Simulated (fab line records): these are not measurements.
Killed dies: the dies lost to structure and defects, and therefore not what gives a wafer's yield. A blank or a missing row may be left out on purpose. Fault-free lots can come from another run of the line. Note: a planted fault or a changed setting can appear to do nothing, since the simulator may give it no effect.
A lot that was struck, set against a sound lot | flow n5Finfet | 38 steps out of a route of 1938
Sound: these wafers, L372.3, L372.4, L372.6. Struck: wafers L378.3, L378.4, L378.6. Last of all comes the cause.
At each step with rows: each side's tool, then ch and its chambers, then its first start. Under that, the readings that differ: sound wafers | struck wafers | difference of the means | sigmas: that difference in standard deviations of wafers without a fault.
alike: readings whose means differ by less than 2 such deviations, and words and numbers that are the same on both sides. not compared: withheld readings, readings that some wafer has no value for, bounds like >300 that may hide the same value, and numbers for which the record gives no deviation and whose values overlap.
A row with sigmas, a row that says differs or no value, or rows on one side alone: a step with any of these is where the two part. When numbers do not overlap yet have no deviation, they are printed without sigmas and do not part them. A reading missing from all wafers of one side parts the sides only when that side holds two or more wafers.

first, 10 steps without rows for these wafers: N5_DUMMY_GATE_ETCH_32 (etches SiO2 in CF4, target depth 3.5 nm, time 3.9 s); N5_DUMMY_GATE_ETCH_23 (etches poly-Si in HBr/Cl2/O2, target depth 41 nm, time 22.3 s); N5_DUMMY_GATE_ETCH_44 (etches poly-Si in HBr/O2, stops on SiO2, target depth 127.5 nm); N5_DUMMY_GATE_ETCH_42 (etches SiO2 in CHF3/O2, target depth 3.5 nm, time 31 s); N5_DUMMY_GATE_STRIP_48 (strips in N2/H2, time 20 s); N5_DUMMY_GATE_PRECLEAN_33 (cleans in dHF, time 10 s); N5_DUMMY_GATE_PRECLEAN_25 (cleans in O3/DIW, time 45 s); N5_DUMMY_GATE_PRECLEAN_51 (cleans in SC2, time 45 s); N5_DUMMY_GATE_SRD_26 (time 30 s); N5_DUMMY_GATE_UV_OZONE_45 (time 120 s).
N5_SPACER0_ALD_07: deposits SiNx, target thk 2 nm.
  sound on aldSin-02 ch 0,2,3, day 5 06:48; struck on aldSin-04 ch 0,2, day 6 18:02
reading            | sound                | struck               | difference | sigmas
susceptorTempC (C) | 400.71 400.30 399.95 | 399.90 399.87 399.68 | -0.50      | -2
  alike: heaterPowerW
then, 25 steps without rows for these wafers: N5_SPACER0_ALD_00 (deposits SiOCN, target thk 3.5 nm, pulse time 3 s, purge time 2 s); N5_SPACER0_ALD_08 (deposits SiNx, target thk 2 nm); N5_SD_EPI_N_COAT_32 (time 60 s, resist thk 350 nm); N5_SD_EPI_N_COAT_33 (time 60 s, resist thk 35 nm); N5_SD_EPI_N_COAT_03 (resist thk 150 nm); N5_SD_EPI_N_EBR_05; N5_SD_EPI_N_SOFTBAKE_04 (time 60 s); N5_SD_EPI_N_EXPOSE_06 (exposes mask SD N BLK, target cd 120 nm); N5_SD_EPI_N_PEB_07 (peb time 60 s); N5_SD_EPI_N_DEVELOP_08 (develop time 30 s); N5_SD_EPI_N_DESCUM_14 (chemistry O2, time 7.9 s); N5_SD_EPI_N_ETCH_34 (etches SiARC in CF4, target depth 45.5 nm, time 75.8 s); N5_SD_EPI_N_ETCH_35 (etches SOC in N2/H2, overetch 108 nm, time 486 s); N5_SD_EPI_N_STRIP_36 (strips in N2/H2); N5_SD_EPI_N_ETCHBACK_44 (etches SiNx in CH3F/O2, stops on SiO2, target depth 14.5 nm); N5_SD_EPI_N_ETCH_45 (etches SiOCN in CH3F/O2, target depth 6 nm); N5_SD_EPI_N_ETCH_16 (etches SiO2 in CHF3/O2, target depth 5 nm); N5_SD_EPI_N_STRIP_47 (strips in CHF3/O2); N5_SD_EPI_N_SD_RECESS_17 (chemistry HBr/Cl2/O2, target depth 41 nm, time 23.7 s, bt time 3 s); N5_SD_EPI_N_STRIP_38 (strips in N2/H2); N5_SD_EPI_N_WET_ETCH_43 (etches SiO2 in dHF, time 14 s, target depth 1.5 nm); N5_SD_EPI_N_STRIP_18 (strips in SPM, time 750 s); N5_SD_EPI_N_SRD_20 (time 30 s); N5_SD_EPI_N_PRECLEAN_48 (cleans in NF3:NH3, afs cycles 2, time 20 s, sublimation time 60 s); N5_SD_EPI_N_VAPOR_ETCH_50 (etches Si in HCl, time 54 s).
-- record jumps: 5 days separate the struck wafers' starts on either side; left off in module SD_EPI_N, taken up again in module BEOL_M4, whose first shown step is the route's number 1111 --
N5_BEOL_M4_RC_MEAS_101:
  sound on prober-02 ch 0, day 10 05:22; struck on prober-01 ch 0, day 11 08:31
  alike: DIBL_N, DIBL_P, IOFF_N, IOFF_P, ION_N, ION_P, SS_N, SS_P, VT_N, VT_P
-- record jumps: 4 days separate the struck wafers' starts on either side; left off in module BEOL_M4, taken up again in module PASSIVATION, whose first shown step is the route's number 1936 --
N5_PASSIVATION_PROBE_49:
  sound: prober-02 at day 14 13:50; struck: prober-02 at day 15 16:45
reading                 | sound          | struck         | difference | sigmas
defectLimitedYield (%)  | 93.6 90.9 93.1 | 78.1 77.3 76.3 | -15.3      | -10
killedAtFrontEnd        | 19 31 26       | 194 202 217    | +179       | +15
killedDies              | 75 107 82      | 258 268 280    | +181       | +10
killedOnRim             | 7 20 13        | 107 110 110    | +96        | +23
killedOpen              | 50 69 60       | 82 119 92      | +38        | +3
sort_bin_5_function (%) | 3.6 4.4 4.3    | 5.8 7.5 6.1    | +2.4       | +2
sort_bin_6_memory (%)   | 2.5 4.2 2.3    | 3.6 5.6 5.0    | +1.7       | +3
sortNPass               | 1105 1073 1098 | 922 912 900    | -181       | -10
sortYieldPct (%)        | 93.6 90.9 93.1 | 78.1 77.3 76.3 | -15.3      | -10
  alike: killed_at_M0_to_M3, killed_at_M4_up, killedAtContacts, killedAtOther, killedShort

WHERE THEY PART
First at N5_SPACER0_ALD_07; last, within this record, at N5_PASSIVATION_PROBE_49.

WHY: what the simulator had put in
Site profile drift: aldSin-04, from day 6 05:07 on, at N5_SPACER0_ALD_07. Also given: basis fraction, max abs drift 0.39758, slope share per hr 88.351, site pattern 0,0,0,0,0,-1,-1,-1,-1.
